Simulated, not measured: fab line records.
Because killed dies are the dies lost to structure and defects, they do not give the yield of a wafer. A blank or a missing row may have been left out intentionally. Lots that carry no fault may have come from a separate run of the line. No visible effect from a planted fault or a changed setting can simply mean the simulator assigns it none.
The tool behind it: which one? | flow n5_finfet | 33 wafers from 11 lots sampled at 5 of the route's 1938 steps

== WHAT EACH GAUGE READ, for each wafer ==
The record holds no reading of a measuring or inspecting step that can be judged against a usual standard deviation.

== WHICH TOOL RAN EACH LOT (tool, then ch and the chambers of the sampled wafers, then the start) ==
lot  | N5_HKMG_FIN_STRIP_92              | N5_HKMG_FIN_COAT_66              | N5_HKMG_FIN_ETCHBACK_68          | N5_HKMG_FIN_ALD_21                 | N5_PASSIVATION_PROBE_49
L681 | rie_diel-06 ch 0,1,2, day 4 14:07 | litho_track-03 ch 0, day 4 15:59 | rie_metal-02 ch 0,1, day 4 16:22 | ald_metal-04 ch 0,1,3, day 4 16:53 | prober-01, day 12 12:01
L682 | rie_diel-06 ch 0,3, day 4 16:28   | litho_track-01 ch 0, day 4 18:26 | rie_metal-03 ch 0,1, day 4 18:43 | ald_metal-02 ch 0,3, day 4 19:14   | -
L683 | rie_diel-02 ch 0,1, day 5 02:49   | litho_track-03 ch 0, day 5 04:49 | rie_metal-02 ch 0,1, day 5 05:07 | ald_metal-02 ch 1,2,3, day 5 05:43 | -
L684 | rie_diel-02 ch 0,1,3, day 5 03:47 | litho_track-04 ch 0, day 5 05:43 | rie_metal-02 ch 1, day 5 06:01   | ald_metal-03 ch 0,1, day 5 06:40   | -
L686 | rie_diel-03 ch 0,2,3, day 5 15:02 | litho_track-04 ch 0, day 5 16:55 | rie_metal-02 ch 1, day 5 17:14   | ald_metal-02 ch 0,2,3, day 5 17:50 | -
L696 | rie_diel-02 ch 0,1, day 8 02:07   | litho_track-03 ch 0, day 8 04:00 | rie_metal-03 ch 0,1, day 8 04:17 | ald_metal-02 ch 0,1, day 8 04:49   | -
L697 | rie_diel-03 ch 0,2,3, day 8 09:52 | litho_track-04 ch 0, day 8 12:03 | rie_metal-02 ch 0,1, day 8 12:25 | ald_metal-02 ch 0,2,3, day 8 12:57 | -
L698 | rie_diel-02 ch 0,2,3, day 8 21:12 | litho_track-03 ch 0, day 8 23:27 | rie_metal-02 ch 1, day 8 23:44   | ald_metal-03 ch 1,3, day 9 00:16   | -
L699 | rie_diel-03 ch 1,2, day 8 22:25   | litho_track-04 ch 0, day 9 00:17 | rie_metal-01 ch 0,1, day 9 00:41 | ald_metal-02 ch 0,3, day 9 01:11   | -
L700 | rie_diel-03 ch 1,2,3, day 9 03:32 | litho_track-04 ch 0, day 9 05:26 | rie_metal-01 ch 0,1, day 9 05:43 | ald_metal-03 ch 1,2,3, day 9 06:14 | prober-01, day 16 20:58
L701 | rie_diel-02 ch 0,1,2, day 9 10:16 | litho_track-04 ch 0, day 9 12:29 | rie_metal-03 ch 0,1, day 9 12:46 | ald_metal-03 ch 0,2,3, day 9 13:18 | -
- N5_HKMG_FIN_STRIP_92: strips SOC in N2/H2, time 20 s.
- N5_HKMG_FIN_COAT_66: time 60 s, resist thk 300 nm.
- N5_HKMG_FIN_ETCHBACK_68: etches the open film in Cl2/Ar, stops on HfO2, target depth 0.5 nm.
- N5_HKMG_FIN_ALD_21: deposits TiN, target thk 1.5 nm, pulse time 1 s, purge time 3 s.
- N5_PASSIVATION_PROBE_49

== WHAT THE TOOLS THEMSELVES READ (means of the sampled wafers that have a number; where no wafer has one, the mark that the record gives instead) ==
N5_HKMG_FIN_STRIP_92. Usual: drypump_motor_current_A 5.61 A, standard deviation 0.3; oes_product_au 0.79 a.u., standard deviation 0.085; rf_vpp_V 54.0 V, standard deviation 0.8; showerhead_plenum_p_Torr 3.32 Torr, standard deviation 0.087; throttle_valve_pct 19.1 %, standard deviation 0.56.
lot  | tool        | drypump_motor_current_A (A) | oes_product_au (a.u.) | rf_vpp_V (V) | showerhead_plenum_p_Torr (Torr) | throttle_valve_pct (%) | flag
L681 | rie_diel-06 | 5.66                        | 0.93                  | 54.3         | 3.39                            | 19.0                   |
L682 | rie_diel-06 | 5.99                        | 0.78                  | 53.7         | 3.23                            | 18.7                   |
L683 | rie_diel-02 | 5.53                        | 0.75                  | 53.9         | 3.26                            | 19.7                   |
L684 | rie_diel-02 | 5.56                        | 0.74                  | 53.5         | 3.29                            | 19.7                   |
L686 | rie_diel-03 | 5.59                        | 0.79                  | 54.4         | 3.41                            | 18.8                   |
L696 | rie_diel-02 | 5.37                        | 0.74                  | 53.7         | 3.24                            | 19.5                   |
L697 | rie_diel-03 | 5.58                        | 0.76                  | 54.1         | 3.40                            | 18.8                   |
L698 | rie_diel-02 | 5.71                        | 0.78                  | 53.8         | 3.29                            | 19.7                   |
L699 | rie_diel-03 | 5.40                        | 0.81                  | 53.8         | 3.26                            | 18.5                   |
L700 | rie_diel-03 | 5.62                        | 0.79                  | 53.8         | 3.31                            | 18.7                   |
L701 | rie_diel-02 | 5.54                        | 0.71                  | 54.2         | 3.26                            | 19.7                   |

N5_HKMG_FIN_COAT_66. Usual: run_length_s at 66.12 s, with a standard deviation of 0.16.
lot  | tool           | run_length_s (s) | flag
L681 | litho_track-03 | 66.27            |
L682 | litho_track-01 | 66.21            |
L683 | litho_track-03 | 66.12            |
L684 | litho_track-04 | 66.06            |
L686 | litho_track-04 | 65.96            |
L696 | litho_track-03 | 68.70            | OFF
L697 | litho_track-04 | 66.02            |
L698 | litho_track-03 | 68.72            | OFF
L699 | litho_track-04 | 66.01            |
L700 | litho_track-04 | 66.04            |
L701 | litho_track-04 | 65.95            |

N5_HKMG_FIN_ETCHBACK_68. Usual: bias_w 60.00 W, standard deviation 0.18; drypump_motor_current_A 5.5 A, standard deviation 0.53; mfc_ar_sccm 60.00 sccm, standard deviation 0.2; oes_product_au 0.78 a.u., standard deviation 0.13; throttle_valve_pct 21.05 %, standard deviation 0.24.
lot  | tool         | bias_w (W) | drypump_motor_current_A (A) | mfc_ar_sccm (sccm) | oes_product_au (a.u.) | throttle_valve_pct (%) | flag
L681 | rie_metal-02 | 59.98      | 5.3                         | 60.31              | 0.61                  | 21.19                  |
L682 | rie_metal-03 | 60.09      | 6.0                         | 59.98              | 0.80                  | 21.05                  |
L683 | rie_metal-02 | 60.03      | 5.2                         | 60.02              | 0.61                  | 21.18                  |
L684 | rie_metal-02 | 60.21      | 4.7                         | 59.77              | 0.66                  | 21.30                  |
L686 | rie_metal-02 | 59.89      | 4.7                         | 60.17              | 0.66                  | 21.30                  |
L696 | rie_metal-03 | 60.12      | 6.0                         | 59.94              | 0.84                  | 20.87                  |
L697 | rie_metal-02 | 60.03      | 5.0                         | 59.86              | 0.73                  | 21.17                  |
L698 | rie_metal-02 | 59.95      | 4.7                         | 59.96              | 0.64                  | 21.32                  |
L699 | rie_metal-01 | 59.92      | 5.8                         | 60.16              | 0.88                  | 20.89                  |
L700 | rie_metal-01 | 59.99      | 5.7                         | 59.91              | 0.91                  | 20.89                  |
L701 | rie_metal-03 | 60.02      | 6.0                         | 60.06              | 0.83                  | 20.88                  |

N5_HKMG_FIN_ALD_21. Usual: heater_power_w 909 W, standard deviation 80; precursor_pulse_height_rel 0.997, standard deviation 0.02.
lot  | tool         | heater_power_w (W) | precursor_pulse_height_rel | flag
L681 | ald_metal-04 | 888                | 0.999                      |
L682 | ald_metal-02 | 861                | 0.991                      |
L683 | ald_metal-02 | 878                | 0.995                      |
L684 | ald_metal-03 | 976                | 1.007                      |
L686 | ald_metal-02 | 840                | 0.985                      |
L696 | ald_metal-02 | 922                | 0.999                      |
L697 | ald_metal-02 | 839                | 0.994                      |
L698 | ald_metal-03 | 1014               | 0.982                      |
L699 | ald_metal-02 | 857                | 1.008                      |
L700 | ald_metal-03 | 1011               | 0.998                      |
L701 | ald_metal-03 | 942                | 1.003                      |

N5_PASSIVATION_PROBE_49. Usual: killed_at_M0_to_M3 34, standard deviation 8.9; killed_at_M4_up 13, standard deviation 4.6; killed_at_contacts 12, standard deviation 5.5; killed_at_front_end 41, standard deviation 11; killed_at_other 3.1, standard deviation 2.9; killed_dies 102, standard deviation 16; killed_open 66, standard deviation 11; killed_short 34, standard deviation 7.6.
lot  | tool      | killed_at_M0_to_M3 | killed_at_M4_up | killed_at_contacts | killed_at_front_end | killed_at_other | killed_dies | killed_open | killed_short | flag
L681 | prober-01 | 32                 | 10              | 9                  | 55                  | 2.3             | 108         | 69          | 37           |
L700 | prober-01 | 30                 | 15              | 17                 | 28                  | 1.7             | 92          | 63          | 28           |

== THE ANSWER, worked out from the rows above alone ==
Rule: a lot is off if the mean of its wafers that have a number lies more than 3 standard deviations from the usual mean. Also off: a lot with no number at a reading for which 4 or more lots have one. The other lots that the step has rows for count as sound. The gauges are gone through in route order, then the tools' own readings, and for those a lot's mean is taken as printed above. At the first step where some lot is off, the reading lying furthest off is the one used; lots without a number count as furthest.
Off at N5_HKMG_FIN_COAT_66 (run_length_s): L696, L698.
A tool fits if, at that step or a process step before it, it ran every lot that is off, and no sound lot after the first of them. One fits: N5_HKMG_FIN_COAT_66 on litho_track-03. Its last sound lot is L683 (day 5 04:49), its first lot that is off L696 (day 8 04:00): a fault that began between those two fits.
The tool's own readings at N5_HKMG_FIN_COAT_66 bear it out: on the lots that are off they differ by more than 5 times the standard deviation of the sound lots' means. run_length_s reads 68.71 s there against 66.07 s on the sound lots.

== WHAT WAS PUT IN BY THE SIMULATOR ==
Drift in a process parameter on litho_track-03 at N5_HKMG_FIN_COAT_66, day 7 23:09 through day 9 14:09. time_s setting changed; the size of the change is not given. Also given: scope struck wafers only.
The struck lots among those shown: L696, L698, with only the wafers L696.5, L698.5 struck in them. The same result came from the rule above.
